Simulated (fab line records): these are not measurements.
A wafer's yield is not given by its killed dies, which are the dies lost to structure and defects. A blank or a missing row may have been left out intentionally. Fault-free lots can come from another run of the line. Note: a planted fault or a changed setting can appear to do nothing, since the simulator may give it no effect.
fab line records | flow nand-harc
record: lots: 12 wafers: 36 last-day: 34
route steps=1302 shown A_CONTACT@1042 END@1302
lots untouched by any fault: they come from a run of this same line in which no faults occurred
start-h: hours from the record's opening day to when the first of the lot's shown wafers began | wait-h: hours elapsed since this lot's preceding step | " as in the row above | L1.1+2: a row that stands for several wafers | - either no value or no given start | * or withheld: withheld | < > ~ a bound
route shown NAME@n: a module of which the file shows steps, and the number in the route of the first | usual: mean/standard deviation taken from wafers without a fault | same: alike in all rows | chamber/n: place in a boat | sites: readings site by site | _std_site: standard deviation of those values | _edge_site: inner sites' mean taken away from outer sites' mean | radius-mm: for every site, how far away it sits from the centre of the wafer | mask NAME#n: copy n | behind: the last tool/chamber to shape the wafer | hold: why the lot was held/for how many hours/how that ended | device: transistor that didn't switch, given as n, p or np | end of line: at the end of the route, the tests of the same wafers | where a step has no rows: the recipe by itself | killed: at the first sort, the dies lost to defects and structure; wafer yield is something else | map: shows each die of a wafer: x if killed, . if not, _ if none is there
set.NAME: the setting the step ran with; set.NAME@STEP: the setting that earlier step ran with | model.NAME: the simulator's own value behind a step, which no gauge read
steps of the route over a sample of lots; a table a step, a row a wafer
services: when a tool's chamber went out of use (start-h, in hours from the record's first day, below 0 if earlier), for how many hours, and the reason
== steps ==
step: NHARC_A_CONTACT_DESCUM_74
recipe: time-s: 3 o2-flow-sccm: 200 ar-flow-sccm: 0 bias-power-w: 0 chemistry: O2
usual: drypump-motor-current-A: 5.9/0.48 mfc-ar-sccm: 0.011/0.011 oes-product-au: 0.999/0.01 rf-vpp-V: 57.8/0.96 showerhead-plenum-p-Torr: 1.92/0.087 throttle-valve-pct: 11.313/0.0087
columns lot.wafer tool chamber start-h wait-h drypump-motor-current-A mfc-ar-sccm oes-product-au rf-hours-counter-h rf-vpp-V showerhead-plenum-p-Torr throttle-valve-pct
L791.2 rie-diel-11 2 516.79 0.1 5.9 0.022 1.011 5 59.1 1.80 11.320
L791.3 " 0 " " 5.2 0.025 1.003 6 60.9 1.95 11.328
L791.4 " 1 " " 6.1 0 0.985 5 58.4 1.94 11.322
L793.1 rie-diel-11 2 523.55 0.1 5.9 0.022 1.010 6 57.9 1.80 11.337
L793.6 " 3 " " 6.6 0 1.003 - 59.3 2.02 11.320
L793.5 " 0 " " 5.2 0.025 0.998 - 57.1 1.95 11.323
L792.2 rie-diel-06 2 526.69 0.1 6.2 0 1.000 8 56.5 1.83 11.316
L792.3 " 3 " " 5.8 0.010 1.002 9 57.5 2.06 11.321
L792.6 " 3 " " 5.8 0.010 1.004 - 57.5 2.06 11.295
L797.3 rie-diel-11 3 583.62 0.1 6.6 0 1.004 20 58.1 2.02 11.321
L797.4 " 0 " " 5.2 0.025 1.007 21 58.4 1.94 11.321
L797.6 " 2 " " 5.9 0.022 1.005 - 57.4 1.80 11.309
L798.2 rie-diel-11 2 591.02 0.1 5.9 0.022 0.993 21 57.0 1.80 11.322
L798.4 " 0 " " 5.2 0.025 0.992 22 60.0 1.94 11.310
L798.5 " 3 " " 6.6 0 1.003 - 59.2 2.02 11.314
L799.2 rie-diel-06 1 591.85 0.1 6.0 0.012 1.006 32 57.5 1.96 11.318
L799.6 " 1 " " 6.0 0.012 1.019 - 58.8 1.96 11.318
L799.5 " 0 " " 5.2 0.016 0.984 - 58.1 1.90 11.319
L804.3 rie-diel-11 3 665.68 0.1 6.6 0 0.984 2 57.4 2.01 11.320
L804.2 " 0 " " 5.2 0.025 1.000 3 58.0 1.94 11.300
L804.1 " 2 " " 5.9 0.022 1.008 2 55.5 1.80 11.310
L806.1 rie-diel-11 3 667.20 0.1 6.6 0 0.986 2 58.8 2.01 11.315
L806.2 " 0 " " 5.1 0.025 0.999 4 57.8 1.94 11.310
L806.4 " 2 " " 5.9 0.022 1.007 2 57.1 1.80 11.316
L809.1 rie-diel-11 2 685.28 0.1 5.9 0.022 1.003 8 57.8 1.79 11.296
L809.2 " 3 " " 6.6 0 0.993 8 58.0 2.01 11.317
L809.5 " 2 " " 5.9 0.022 1.011 - 57.2 1.79 11.301
L810.4 rie-diel-06 2 685.61 0.1 6.2 0 0.986 3 55.1 1.82 11.301
L810.3 " 1 " " 6.0 0.012 0.999 3 58.6 1.95 11.296
L810.6 " 3 " " 5.8 0.010 0.994 - 57.4 2.04 11.310
L811.4 rie-diel-06 1 715.06 0.2 6.1 0.012 1.000 16 58.0 1.95 11.312
L811.5 " 2 " " 6.2 0 0.979 - 57.4 1.81 11.312
L811.6 " 3 " " 5.8 0.010 0.991 - 57.3 2.04 11.306
L813.1 rie-diel-04 0 736.78 0.1 5.7 0.002 1.002 8 59.7 2.07 11.308
L813.4 " 2 " " 6.1 0 1.005 7 57.9 1.78 11.307
L813.6 " 0 " " 5.7 0.002 0.995 - 58.9 2.07 11.328
step: NHARC_A_CONTACT_ETCH_75
recipe: target-depth-a: 390 over-etch-frac: 0.3 time-s: 65 ion-energy-ev: 80 cf4-flow-sccm: 150 ar-flow-sccm: 0 rf-w: 300 bias-w: 100 chemistry: CF4
usual: drypump-motor-current-A: 5.9/0.49 mfc-ar-sccm: 0.011/0.011 oes-product-au: 0.998/0.011 rf-vpp-V: 151.5/1.3 showerhead-plenum-p-Torr: 1.78/0.072 throttle-valve-pct: 13.285/0.0092
columns lot.wafer tool chamber start-h wait-h drypump-motor-current-A mfc-ar-sccm oes-product-au rf-hours-counter-h rf-vpp-V showerhead-plenum-p-Torr throttle-valve-pct
L791.4 rie-diel-11 1 516.88 0.1 6.1 0 0.992 5 150.3 1.79 13.288
L791.3 " 2 " " 5.9 0.022 1.004 5 148.5 1.67 13.288
L791.2 " 3 " " 6.6 0 1.003 6 151.8 1.86 13.288
L793.1 rie-diel-11 2 523.87 0.3 5.9 0.022 1.018 6 151.1 1.67 13.302
L793.5 " 2 " " 5.9 0.022 1.004 - 150.6 1.67 13.291
L793.6 " 3 " " 6.6 0 1.006 - 152.6 1.86 13.291
L792.2 rie-diel-06 2 526.78 0.1 6.2 0 1.010 8 150.2 1.70 13.281
L792.3 " 3 " " 5.8 0.010 1.003 9 153.1 1.89 13.277
L792.6 " 1 " " 6.0 0.012 1.005 - 151.8 1.81 13.285
L797.4 rie-diel-11 3 583.69 0.1 6.6 0 1.005 20 152.4 1.86 13.277
L797.3 " 0 " " 5.2 0.025 1.007 21 153.3 1.79 13.290
L797.6 " 3 " " 6.6 0 0.986 - 153.8 1.86 13.270
L798.4 rie-diel-11 2 591.11 0.1 5.9 0.022 1.001 21 151.9 1.67 13.288
L798.2 " 0 " " 5.2 0.025 0.992 22 152.7 1.79 13.277
L798.5 " 1 " " 6.1 0 0.983 - 151.7 1.79 13.288
L799.2 rie-diel-06 1 592.08 0.2 6.0 0.012 1.005 32 151.4 1.81 13.283
L799.5 " 1 " " 6.0 0.012 1.018 - 153.9 1.81 13.285
L799.6 " 0 " " 5.2 0.016 0.985 - 152.3 1.76 13.278
L804.3 rie-diel-11 3 665.77 0.1 6.6 0 0.988 2 151.9 1.86 13.274
L804.1 " 0 " " 5.2 0.025 1.005 3 151.8 1.79 13.289
L804.2 " 2 " " 5.9 0.022 1.007 2 151.8 1.67 13.297
L806.1 rie-diel-11 3 667.29 0.1 6.6 0 0.826 2 152.8 1.86 13.285
L806.4 " 0 " " 5.2 0.025 0.831 4 151.6 1.79 13.290
L806.2 " 1 " " 6.1 0 0.824 4 152.0 1.79 13.299
L809.2 rie-diel-11 2 685.36 0.1 5.9 0.022 0.851 8 149.7 1.67 13.285
L809.1 " 1 " " 6.1 0 0.832 10 151.6 1.78 13.279
L809.5 " 2 " " 5.9 0.022 0.851 - 149.8 1.67 13.282
L810.4 rie-diel-06 0 685.71 0.1 5.1 0.016 1.001 4 150.3 1.75 13.282
L810.3 " 1 " " 6.0 0.012 1.011 3 151.8 1.80 13.296
L810.6 " 2 " " 6.2 0 0.985 - 149.2 1.69 13.308
L811.4 rie-diel-06 1 715.33 0.3 6.0 0.012 1.013 16 153.0 1.80 13.280
L811.5 " 0 " " 5.1 0.016 0.984 - 150.7 1.75 13.275
L811.6 " 1 " " 6.1 0.012 1.024 - 150.9 1.80 13.279
L813.1 rie-diel-04 3 736.86 0.1 6.1 0.004 0.992 9 153.1 1.90 13.287
L813.4 " 2 " " 6.1 0 0.996 7 149.8 1.66 13.282
L813.6 " 0 " " 5.6 0.002 0.996 - 152.0 1.91 13.274
step: NHARC_A_CONTACT_ETCH_127
recipe: source-w: withheld pressure-mtorr: 20 bias-v: 3000 time-s: 197 target-depth-a: 19180 ar-flow-sccm: withheld c4f8-flow-sccm: withheld o2-flow-sccm: withheld chemistry: C4F8/O2/Ar
columns lot.wafer tool chamber start-h wait-h rf-hours-counter-h
L791.2 har-cap-etch-02 0 519.02 0.1 85
L791.3 " 1 " " -
L791.4 " 0 " " -
L793.1 har-cap-etch-01 1 526.92 0.1 3
L793.6 " 1 " " -
L793.5 " 0 " " -
L792.2 har-cap-etch-02 0 529.07 0.1 87
L792.3 " 1 " " -
L792.6 " 1 " " -
L797.3 har-cap-etch-01 0 585.76 0.1 -
L797.4 " 1 " " -
L797.6 " 1 " " -
L798.2 har-cap-etch-02 1 593.14 0.1 97
L798.4 " 1 " " -
L798.5 " 1 " " -
L799.2 har-cap-etch-01 0 595.60 0.1 15
L799.5 " 0 " " -
L799.6 " 1 " " -
L804.1 har-cap-etch-03 1 667.96 0.2 72
L804.2 " 0 " " 72
L804.3 " 1 " " -
L806.2 har-cap-etch-01 0 669.45 0.1 28
L806.1 " 1 " " 28
L806.4 " 0 " " -
L809.2 har-cap-etch-03 1 687.36 0.1 77
L809.1 " 0 " " 77
L809.5 " 1 " " -
L810.3 har-cap-etch-01 1 687.77 0.1 -
L810.4 " 0 " " -
L810.6 " 1 " " -
L811.4 har-cap-etch-03 1 717.88 0.1 -
L811.5 " 1 " " -
L811.6 " 0 " " -
L813.1 har-cap-etch-03 0 738.90 0.1 86
L813.4 " 1 " " -
L813.6 " 1 " " -
step: NHARC_A_CONTACT_ETCH_132
recipe: source-w: withheld pressure-mtorr: 20 bias-v: 3000 time-s: 197 target-depth-a: 19240 ar-flow-sccm: withheld c4f8-flow-sccm: withheld o2-flow-sccm: withheld chemistry: C4F8/O2/Ar
columns lot.wafer tool chamber start-h wait-h rf-hours-counter-h
L791.2 har-cap-etch-02 0 519.90 0.1 86
L791.3 " 1 " " -
L791.4 " 0 " " -
L793.1 har-cap-etch-01 1 527.80 0.1 4
L793.6 " 1 " " -
L793.5 " 0 " " -
L792.2 har-cap-etch-02 0 529.95 0.1 88
L792.3 " 1 " " -
L792.6 " 1 " " -
L797.3 har-cap-etch-01 0 586.64 0.1 -
L797.4 " 1 " " -
L797.6 " 1 " " -
L798.2 har-cap-etch-02 1 594.02 0.1 98
L798.4 " 1 " " -
L798.5 " 1 " " -
L799.2 har-cap-etch-01 0 596.48 0.1 16
L799.5 " 0 " " -
L799.6 " 1 " " -
L804.1 har-cap-etch-03 1 669.14 0.2 72
L804.2 " 0 " " 72
L804.3 " 1 " " -
L806.2 har-cap-etch-01 0 670.34 0.1 29
L806.1 " 1 " " 29
L806.4 " 0 " " -
L809.2 har-cap-etch-03 1 688.24 0.1 78
L809.1 " 0 " " 78
L809.5 " 1 " " -
L810.3 har-cap-etch-01 1 688.65 0.1 -
L810.4 " 0 " " -
L810.6 " 1 " " -
L811.4 har-cap-etch-03 1 718.76 0.1 -
L811.5 " 1 " " -
L811.6 " 0 " " -
L813.1 har-cap-etch-03 0 739.78 0.1 86
L813.4 " 1 " " -
L813.6 " 1 " " -
step: NHARC_END_SORT_01
recipe: temp-c: 25
usual: killed-at-array: 58/20 killed-at-other: 0.8/1 killed-at-periphery: 4.6/2.8 killed-dies: 63/19 killed-open: 3.4/2 killed-short: 2.4/1.8
same: gross-dies: 677
columns lot.wafer tool chamber start-h wait-h hold killed-at-array killed-at-other killed-at-periphery killed-dies killed-open killed-short
L791.2 prober-02 0 581.05 2.8 - 74 1 4 79 2 3
L791.3 prober-02 0 581.85 3.1 - 68 0 8 76 5 2
L791.4 prober-02 0 582.65 3.4 - 76 0 3 79 1 1
L793.1 prober-01 0 588.05 2.5 - 62 0 2 64 2 1
L793.5 prober-01 0 591.20 3.6 - 47 2 4 53 9 6
L793.6 prober-01 0 591.99 3.9 - 81 1 2 84 4 4
L792.2 prober-02 0 588.83 2.8 - 88 0 5 93 3 7
L792.3 prober-02 0 589.64 3.1 - 99 0 5 104 0 2
L792.6 prober-02 0 592.05 4.0 - 80 0 5 85 0 3
L797.3 prober-02 0 644.41 3.1 - 47 0 1 48 4 1
L797.4 prober-02 0 645.22 3.4 - 48 1 6 55 4 3
L797.6 prober-02 0 646.84 4.0 - 64 1 1 66 2 2
L798.2 prober-01 0 649.91 2.8 - 64 0 6 70 2 3
L798.4 prober-01 0 651.52 3.4 - 48 2 20 70 8 1
L798.5 prober-01 0 652.33 3.7 - 60 0 8 68 3 4
L799.2 prober-02 0 656.43 2.8 - 47 2 6 55 6 1
L799.5 prober-02 0 658.83 3.7 - 59 1 3 63 2 0
L799.6 prober-02 0 659.64 4.0 - 47 1 5 53 1 2
L804.1 prober-02 0 726.55 2.5 - 33 1 3 37 2 2
L804.2 prober-02 0 727.36 2.8 - 36 2 4 42 5 3
L804.3 prober-02 0 728.17 3.1 - 26 2 6 34 4 2
L806.1 prober-01 0 726.57 2.5 await-dispo/5.0h/release 144 1 1 146 3 4
L806.2 prober-01 0 727.37 2.8 await-dispo/5.0h/release 158 0 3 161 4 0
L806.4 prober-01 0 728.98 3.4 await-dispo/5.0h/release 96 1 1 98 0 0
L809.1 prober-02 0 749.58 2.5 await-dispo/3.5h/release 168 1 1 170 0 4
L809.2 prober-02 0 750.39 2.8 await-dispo/3.5h/release 111 0 1 112 3 0
L809.5 prober-02 0 752.79 3.7 await-dispo/3.5h/release 134 1 1 136 2 1
L810.3 prober-01 0 751.19 3.1 - 66 1 2 69 1 4
L810.4 prober-01 0 751.99 3.4 - 38 0 5 43 3 2
L810.6 prober-01 0 753.59 4.0 - 66 0 6 72 2 1
L811.4 prober-02 0 777.56 3.4 - 61 0 9 70 5 4
L811.5 prober-02 0 778.36 3.7 - 48 0 5 53 2 0
L811.6 prober-02 0 779.17 4.0 - 49 0 7 56 4 6
L813.1 prober-01 0 801.57 2.5 - 60 1 2 63 2 1
L813.4 prober-01 0 803.99 3.4 - 73 0 3 76 7 1
L813.6 prober-01 0 805.60 4.0 - 82 0 4 86 6 0
killed by level:class
L791.2 A_CHANNEL_HOLE_D1:chamber-film-flake=39 A_CHANNEL_HOLE_D2:chamber-film-flake=21 P_GATE:chamber-film-flake=2 A_SLIT:chamber-film-flake=2 A_CHANNEL_FILL_D2:chamber-film-flake=2 A_STAIRCASE:chamber-film-flake=2 A_CONTACT:chamber-film-flake=2 P_STI:geometric-particle:short=1
L791.3 A_CHANNEL_HOLE_D2:chamber-film-flake=24 A_CHANNEL_HOLE_D1:chamber-film-flake=23 A_STAIRCASE:chamber-film-flake=6 P_GATE:chamber-film-flake=4 A_CHANNEL_FILL_D2:chamber-film-flake=3 P_ZERO_WELL:chamber-film-flake=2 A_SLIT:chamber-film-flake=2 A_CONTACT:chamber-film-flake=2
L791.4 A_CHANNEL_HOLE_D1:chamber-film-flake=32 A_CHANNEL_HOLE_D2:chamber-film-flake=24 A_CONTACT:chamber-film-flake=6 A_STAIRCASE:chamber-film-flake=3 P_ZERO_WELL:chamber-film-flake=2 A_ZERO_WELL:chamber-film-flake=2 A_DECK1_JOINT:chamber-film-flake=2 A_CHANNEL_FILL_D2:chamber-film-flake=2
L793.1 A_CHANNEL_HOLE_D2:chamber-film-flake=35 A_SLIT:chamber-film-flake=15 A_BONDPAD:chamber-film-flake=4 A_CHANNEL_HOLE_D1:chamber-film-flake=3 A_CONTACT:chamber-film-flake=2 P_M0:geometric-particle:short=1 P_M1:geometric-particle:open=1 A_BLC:geometric-particle:open=1
L792.2 A_CHANNEL_HOLE_D1:chamber-film-flake=35 A_CHANNEL_HOLE_D2:chamber-film-flake=21 A_SLIT:chamber-film-flake=14 A_DECK1_JOINT:chamber-film-flake=3 A_CONTACT:chamber-film-flake=3 A_ONON_D1:geometric-particle:short=2 A_WL_FILL:geometric-particle:short=2 P_M1:chamber-film-flake=2
L792.3 A_CHANNEL_HOLE_D1:chamber-film-flake=33 A_SLIT:chamber-film-flake=28 A_CHANNEL_HOLE_D2:chamber-film-flake=26 P_M1:chamber-film-flake=3 A_DECK1_JOINT:chamber-film-flake=2 A_SGD_CUT:chamber-film-flake=2 A_ONON_D1:geometric-particle:short=1 A_SGD_CUT:geometric-particle:short=1
L793.5 A_CHANNEL_HOLE_D2:chamber-film-flake=16 A_SLIT:chamber-film-flake=8 A_BONDPAD:chamber-film-flake=5 A_CONTACT:chamber-film-flake=4 A_M0:geometric-particle:open=3 A_CHANNEL_HOLE_D1:chamber-film-flake=2 THIN_TSV:chamber-film-flake=2 P_ZERO_WELL:geometric-particle:open=1
L793.6 A_CHANNEL_HOLE_D2:chamber-film-flake=35 A_SLIT:chamber-film-flake=24 A_BONDPAD:chamber-film-flake=6 A_CHANNEL_FILL_D1:chamber-film-flake=3 A_WL_FILL:geometric-particle:short=2 A_WL_FILL:chamber-film-flake=2 P_M1:geometric-particle:open=1 A_CHANNEL_FILL_D1:geometric-particle:open=1
L792.6 A_CHANNEL_HOLE_D1:chamber-film-flake=34 A_SLIT:chamber-film-flake=21 A_CHANNEL_HOLE_D2:chamber-film-flake=11 P_M1:chamber-film-flake=4 A_DECK1_JOINT:chamber-film-flake=4 A_CONTACT:chamber-film-flake=4 A_CHANNEL_HOLE_D1:geometric-particle:short=1 A_ONON_D2:geometric-particle:short=1
L797.3 A_SLIT:chamber-film-flake=21 A_CHANNEL_HOLE_D2:chamber-film-flake=10 A_CHANNEL_FILL_D1:chamber-film-flake=3 A_CHANNEL_HOLE_D1:chamber-film-flake=2 A_CHANNEL_HOLE_D1:geometric-particle:open=1 A_CHANNEL_FILL_D2:geometric-particle:open=1 A_WL_FILL:geometric-particle:open=1 A_WL_FILL:geometric-particle:short=1
L797.4 A_SLIT:chamber-film-flake=25 A_CHANNEL_HOLE_D2:chamber-film-flake=11 A_CHANNEL_FILL_D1:chamber-film-flake=4 P_M0:geometric-particle:open=3 P_ZERO_WELL:chamber-film-flake=2 P_M0:geometric-particle:short=1 A_CHANNEL_HOLE_D1:geometric-particle:short=1 A_CHANNEL_FILL_D1:geometric-particle:short=1
L797.6 A_SLIT:chamber-film-flake=36 A_CHANNEL_HOLE_D2:chamber-film-flake=8 A_CHANNEL_HOLE_D1:chamber-film-flake=7 A_ZERO_WELL:chamber-film-flake=3 A_M1:chamber-film-flake=3 A_CHANNEL_FILL_D1:chamber-film-flake=2 A_WL_FILL:chamber-film-flake=2 P_GATE:geometric-particle:open=1
L798.2 A_CHANNEL_HOLE_D1:chamber-film-flake=32 A_CHANNEL_HOLE_D2:chamber-film-flake=17 P_CONTACT:chamber-film-flake=4 A_DECK1_JOINT:chamber-film-flake=3 A_ZERO_WELL:chamber-film-flake=2 A_WL_FILL:chamber-film-flake=2 A_CONTACT:chamber-film-flake=2 A_M1:chamber-film-flake=2
L798.4 A_CHANNEL_HOLE_D1:chamber-film-flake=18 P_CONTACT:chamber-film-flake=13 A_CHANNEL_HOLE_D2:chamber-film-flake=9 A_CONTACT:chamber-film-flake=6 P_M2:chamber-film-flake=3 A_M1:chamber-film-flake=3 A_STAIRCASE:chamber-film-flake=2 THIN_TSV:chamber-film-flake=2
L798.5 A_CHANNEL_HOLE_D1:chamber-film-flake=34 A_CHANNEL_HOLE_D2:chamber-film-flake=9 A_CONTACT:chamber-film-flake=4 P_ZERO_WELL:chamber-film-flake=3 P_CONTACT:chamber-film-flake=3 A_STAIRCASE:chamber-film-flake=3 A_ZERO_WELL:chamber-film-flake=2 A_DECK1_JOINT:geometric-particle:open=1
L799.2 A_SLIT:chamber-film-flake=24 A_CHANNEL_HOLE_D2:chamber-film-flake=14 P_CONTACT:chamber-film-flake=4 P_CONTACT:geometric-particle:open=1 A_DECK1_JOINT:geometric-particle:open=1 A_ONON_D2:geometric-particle:open=1 A_CHANNEL_FILL_D2:geometric-particle:open=1 A_CONTACT:geometric-particle:open=1
L799.5 A_SLIT:chamber-film-flake=41 A_CHANNEL_HOLE_D2:chamber-film-flake=12 A_CHANNEL_HOLE_D1:chamber-film-flake=2 A_DECK1_JOINT:chamber-film-flake=2 P_M0:geometric-particle:open=1 A_M0:geometric-particle:open=1 P_ZERO_WELL:chamber-film-flake=1 P_CONTACT:chamber-film-flake=1
L799.6 A_SLIT:chamber-film-flake=27 A_CHANNEL_HOLE_D2:chamber-film-flake=16 P_CONTACT:chamber-film-flake=3 P_M0:geometric-particle:short=1 P_M1:geometric-particle:open=1 A_BLC:geometric-particle:short=1 A_DECK1_JOINT:chamber-film-flake=1 A_CHANNEL_FILL_D2:chamber-film-flake=1
L804.1 A_CHANNEL_HOLE_D1:chamber-film-flake=14 A_SLIT:chamber-film-flake=5 A_CONTACT:chamber-film-flake=3 P_M1:chamber-film-flake=2 A_DECK1_JOINT:chamber-film-flake=2 A_CHANNEL_FILL_D2:chamber-film-flake=2 A_STAIRCASE:chamber-film-flake=2 A_CHANNEL_FILL_D1:geometric-particle:short=1
L806.1 A_CONTACT:area-etch=77 A_SLIT:chamber-film-flake=35 A_CHANNEL_HOLE_D1:chamber-film-flake=10 A_CONTACT:chamber-film-flake=6 A_BLC:chamber-film-flake=5 A_CHANNEL_FILL_D1:geometric-particle:short=2 A_STAIRCASE:chamber-film-flake=2 A_CHANNEL_FILL_D1:geometric-particle:open=1
L804.2 A_CHANNEL_HOLE_D1:chamber-film-flake=12 A_SLIT:chamber-film-flake=4 A_DECK1_JOINT:geometric-particle:open=3 P_M1:chamber-film-flake=3 A_CHANNEL_FILL_D1:chamber-film-flake=3 A_WL_FILL:chamber-film-flake=3 A_CONTACT:chamber-film-flake=3 A_WL_FILL:geometric-particle:short=2
L806.2 A_CONTACT:area-etch=112 A_SLIT:chamber-film-flake=25 A_CHANNEL_HOLE_D1:chamber-film-flake=13 A_CONTACT:chamber-film-flake=3 A_SGD_CUT:chamber-film-flake=2 P_M0:geometric-particle:open=1 P_M1:geometric-particle:open=1 A_ONON_D1:geometric-particle:open=1
L804.3 A_CHANNEL_HOLE_D1:chamber-film-flake=8 P_M1:chamber-film-flake=5 A_SLIT:chamber-film-flake=4 A_SGD_CUT:geometric-particle:open=2 A_WL_FILL:geometric-particle:short=2 A_CHANNEL_FILL_D1:chamber-film-flake=2 A_DECK1_JOINT:chamber-film-flake=2 THIN_TSV:chamber-film-flake=2
L806.4 A_CONTACT:area-etch=56 A_SLIT:chamber-film-flake=21 A_CHANNEL_HOLE_D1:chamber-film-flake=5 A_CONTACT:chamber-film-flake=5 A_BLC:chamber-film-flake=3 A_CHANNEL_FILL_D1:chamber-film-flake=2 A_CHANNEL_FILL_D2:chamber-film-flake=2 P_GATE:chamber-film-flake=1
L809.1 A_CONTACT:area-etch=99 A_CHANNEL_HOLE_D1:chamber-film-flake=29 A_CHANNEL_HOLE_D2:chamber-film-flake=20 A_CONTACT:chamber-film-flake=5 A_SLIT:chamber-film-flake=4 A_STAIRCASE:chamber-film-flake=3 A_CHANNEL_FILL_D2:chamber-film-flake=2 A_ONON_D2:geometric-particle:short=1
L809.2 A_CONTACT:area-etch=53 A_CHANNEL_HOLE_D2:chamber-film-flake=28 A_CHANNEL_HOLE_D1:chamber-film-flake=21 A_CONTACT:chamber-film-flake=3 A_SLIT:chamber-film-flake=2 P_CONTACT:geometric-particle:open=1 A_ONON_D2:geometric-particle:open=1 A_BLC:geometric-particle:open=1
L810.3 A_SLIT:chamber-film-flake=31 A_CHANNEL_HOLE_D1:chamber-film-flake=14 A_CONTACT:chamber-film-flake=5 A_CHANNEL_FILL_D1:chamber-film-flake=4 A_M1:chamber-film-flake=4 A_WL_FILL:geometric-particle:short=3 A_ONON_D1:geometric-particle:short=1 A_CONTACT:geometric-particle:open=1
L810.4 A_SLIT:chamber-film-flake=17 A_CHANNEL_HOLE_D1:chamber-film-flake=7 A_CONTACT:chamber-film-flake=3 P_M0:chamber-film-flake=2 A_M1:chamber-film-flake=2 P_M0:geometric-particle:open=1 A_DECK1_JOINT:geometric-particle:short=1 A_SGD_CUT:geometric-particle:open=1
L809.5 A_CONTACT:area-etch=58 A_CHANNEL_HOLE_D1:chamber-film-flake=40 A_CHANNEL_HOLE_D2:chamber-film-flake=23 A_CHANNEL_FILL_D2:chamber-film-flake=4 A_CONTACT:chamber-film-flake=3 A_SLIT:chamber-film-flake=2 A_CHANNEL_HOLE_D1:geometric-particle:open=1 A_M0:geometric-particle:open=1
L810.6 A_SLIT:chamber-film-flake=36 A_CHANNEL_HOLE_D1:chamber-film-flake=12 A_CONTACT:chamber-film-flake=5 P_GATE:chamber-film-flake=4 A_M1:chamber-film-flake=3 A_CHANNEL_FILL_D1:chamber-film-flake=2 A_DECK1_JOINT:chamber-film-flake=2 A_ONON_D1:geometric-particle:open=1
L811.4 A_CHANNEL_HOLE_D2:chamber-film-flake=29 A_SLIT:chamber-film-flake=9 A_CONTACT:chamber-film-flake=7 P_GATE:chamber-film-flake=5 A_CHANNEL_HOLE_D1:chamber-film-flake=3 A_WL_FILL:geometric-particle:open=2 A_M0:geometric-particle:short=2 P_M1:chamber-film-flake=2
L811.5 A_CHANNEL_HOLE_D2:chamber-film-flake=25 A_SLIT:chamber-film-flake=11 A_CONTACT:chamber-film-flake=8 P_GATE:chamber-film-flake=4 P_STI:geometric-particle:open=1 A_CHANNEL_FILL_D1:geometric-particle:open=1 A_ZERO_WELL:chamber-film-flake=1 A_CHANNEL_HOLE_D1:unspecified=1
L811.6 A_CHANNEL_HOLE_D2:chamber-film-flake=16 A_SLIT:chamber-film-flake=6 A_CHANNEL_HOLE_D1:unspecified=5 A_CONTACT:chamber-film-flake=5 P_GATE:chamber-film-flake=4 A_BONDPAD:chamber-film-flake=3 A_ONON_D1:geometric-particle:short=2 A_SGD_CUT:geometric-particle:open=2
L813.1 A_SLIT:chamber-film-flake=27 A_CHANNEL_HOLE_D2:chamber-film-flake=15 A_CHANNEL_HOLE_D1:chamber-film-flake=9 A_CONTACT:chamber-film-flake=7 P_M1:geometric-particle:short=1 A_ONON_D1:geometric-particle:open=1 A_CHANNEL_FILL_D1:geometric-particle:open=1 P_ZERO_WELL:chamber-film-flake=1
L813.4 A_CHANNEL_HOLE_D2:chamber-film-flake=24 A_SLIT:chamber-film-flake=20 A_CHANNEL_HOLE_D1:chamber-film-flake=11 A_CONTACT:chamber-film-flake=7 A_STAIRCASE:chamber-film-flake=3 P_CONTACT:geometric-particle:open=2 A_CHANNEL_FILL_D1:geometric-particle:open=2 A_CHANNEL_FILL_D2:geometric-particle:open=1
L813.6 A_CHANNEL_HOLE_D2:chamber-film-flake=25 A_SLIT:chamber-film-flake=22 A_CHANNEL_HOLE_D1:chamber-film-flake=21 A_CONTACT:chamber-film-flake=8 A_WL_FILL:geometric-particle:open=2 P_ZERO_WELL:chamber-film-flake=2 P_M0:geometric-particle:open=1 A_CHANNEL_HOLE_D2:geometric-particle:open=1
== services ==
columns tool chamber start-h hours kind
har-cap-etch-01 - 497.00 17.0 pm
rie-diel-11 0 502.53 - clean
rie-diel-11 1 502.53 - clean
rie-diel-11 2 502.53 - clean
rie-diel-11 3 502.53 - clean
rie-diel-04 2 506.47 6.2 repair
rie-diel-11 1 522.40 4.4 repair
rie-diel-06 0 524.67 9.9 repair
rie-diel-04 - 532.18 9.0 pm
rie-diel-06 1 551.05 2.3 repair
rie-diel-11 1 553.53 7.1 repair
rie-diel-06 0 565.19 10.4 repair
rie-diel-06 2 589.06 6.9 repair
rie-diel-06 1 611.16 8.6 repair
har-cap-etch-01 - 613.18 0.6 repair
har-cap-etch-02 - 614.61 1.6 repair
rie-diel-04 2 633.68 5.4 repair
rie-diel-11 - 646.03 9.0 pm
rie-diel-04 3 648.56 46.2 repair
rie-diel-06 - 662.38 9.0 pm
rie-diel-06 0 707.48 1.6 repair
rie-diel-04 - 709.18 9.0 pm
har-cap-etch-01 - 722.72 5.7 repair
rie-diel-06 1 733.90 13.4 repair
== key ==
first-sign: step: NHARC_A_CONTACT_ETCH_75 reading: oes-product-au direction: down sigmas: 15 usual: 0.998 struck: 0.836
effect: step: NHARC_END_SORT_01 reading: killed-at-array direction: up sigmas: 3.9 usual: 58 struck: 135
more-kills-born-at: NHARC_A_CONTACT_ETCH_75@rie-diel-11: 455
met-at NHARC_A_CONTACT_ETCH_75
struck-lots L806,L809
tester-left-out L806,L809
not-acting-at NHARC_A_CONTACT_DESCUM_74,NHARC_A_CONTACT_ETCH_127,NHARC_A_CONTACT_ETCH_132
onset-between 665.77 667.29
fault: kind: process-parameter-drift tool: rie-diel-11 chamber: - onset-h: 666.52 steps: NHARC_A_CONTACT_ETCH_75 channel: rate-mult offset: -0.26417 shape: step end-h: 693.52
tester-left-out: of these lots the tester's yield and bins aren't shown, on N5 and GAA mostly nor the transistor test; their killed dies are dies lost to structure and defects alone, not to doping, threshold or leakage, so they don't give the yield
